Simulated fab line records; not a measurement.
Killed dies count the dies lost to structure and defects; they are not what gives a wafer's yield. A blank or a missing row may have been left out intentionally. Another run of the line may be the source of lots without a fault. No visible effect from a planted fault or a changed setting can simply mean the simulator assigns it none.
8D (eight disciplines) problem report, filled in by code	flow n5 finfet	the parts of the form that need people (team, actions taken, sign-off) are left out

## 1. THE PROBLEM
Wafers with no fault read 42.5 nm with a standard deviation of 0.41, whereas cd nm at N5_BEOL_M0_SAQP_CD_MEAS_14 reads a mean of 38.6 nm on 1 wafer of 1 lot. That is -9.5 standard deviations from the usual mean.
The step: target cd 42.5 nm.
First observed at day 7 16:17: wafer L260.5, on cd sem-01. The record has a number at this step for 27 wafers belonging to 9 lots. Rule for "out" (also "out of limits"): further than 4 standard deviations from the usual mean. All remaining wafers that have a number are taken as sound.

## 2. WHAT IT IS, AND WHAT IT ISN'T
question	is	is not
which readings at this step	cd nm	-
which lots	L260	L252, L254, L264, L266, L269, L271, L272, L274
which wafers of those lots	L260.5	L260.1, L260.3
read on which gauges	cd sem-01	cd sem-02, cd sem-03
when	from day 7 16:17	up to then (8 sound wafers); but 18 sound wafers of L264, L266, L269, L271, L272, L274 came after

## 3. WHAT RULES OUT EACH SUSPECT
Counting: a tool at a process step up to the reading stays a suspect if it ran every lot that is out. Sound lots after the first of them don't rule it out here, since some wafers of a struck lot are sound.
- the gauge at N5_BEOL_M0_SAQP_CD_MEAS_14: kept. All the wafers that are out were read on cd sem-01, and no step on other tools shows them out.
- rie diel-05 at N5_MOL_CONTACT_COAG_ETCH_48 (etches SiOC in C4F6/O2, target depth 15 nm, overetch 4.5 nm, time 17 s): kept. The lot that is out, L260, ran on it at day 7 10:04; the last sound lot it ran before that was L252, at day 5 08:19.
- pecvd-03 at N5_BEOL_M0_SAQP_ILD_DEP_01 (deposits SiOC from DEMS/O2, target thk 45.419 nm, time 8.7 s): kept. The lot that is out, L260, ran on it at day 7 14:49; the last sound lot it ran before that was L254, at day 6 01:59.
- litho track-02 at N5_BEOL_M0_SAQP_PEB_12 (peb time 60 s): kept. The lot that is out, L260, ran on it at day 7 16:13; the last sound lot it ran before that was L252, at day 5 16:14.
- In pecvd-03 at N5_BEOL_M0_SAQP_ILD_DEP_01, the wafers that are out were processed in chamber 0 and their sound lot-mates in chambers 1, 2.
Left after counting: rie diel-05 at N5_MOL_CONTACT_COAG_ETCH_48, pecvd-03 at N5_BEOL_M0_SAQP_ILD_DEP_01, litho track-02 at N5_BEOL_M0_SAQP_PEB_12, cd sem-01 at N5_BEOL_M0_SAQP_CD_MEAS_14.

## 4. THE CAUSE (what the simulator had put in)
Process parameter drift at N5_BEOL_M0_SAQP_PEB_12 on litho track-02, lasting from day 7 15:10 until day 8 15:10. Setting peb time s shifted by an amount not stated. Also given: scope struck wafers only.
Counting leaves 4 suspects; this tool is one of them.

## 5. THE EFFECT CHAIN, in route order
Each row: a reading where the mean over the struck wafers with a number is more than 3 standard deviations away from the usual. Only readings whose record carries a usual standard deviation are examined. hours: median over the lots of the time between each lot's start at the first step of this table that gives one and its start at this step. sigmas: the change, counted in usual standard deviations.
hours	step	reading	usual	on struck wafers	change	sigmas
0	N5_BEOL_M0_SAQP_CD_MEAS_14	cd nm	42.5 nm	38.6	-3.9	-9.5
Later steps that measure or inspect, where all struck wafers having a row at the step show a number for every such reading and not one has moved that far: N5_BEOL_M4_RC_MEAS_101.

## 6. HOW IT WOULD HAVE BEEN CAUGHT EARLIER
In this record the first reading out of limits at a measuring or inspecting step was taken at day 7 16:17, 1 hour after the fault began at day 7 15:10.
Each of the lots that are out, 1 in all, had begun N5_BEOL_M0_SAQP_PEB_12 on litho track-02 no later than day 7 16:17. Tool hold at that time: it would have spared none of them.
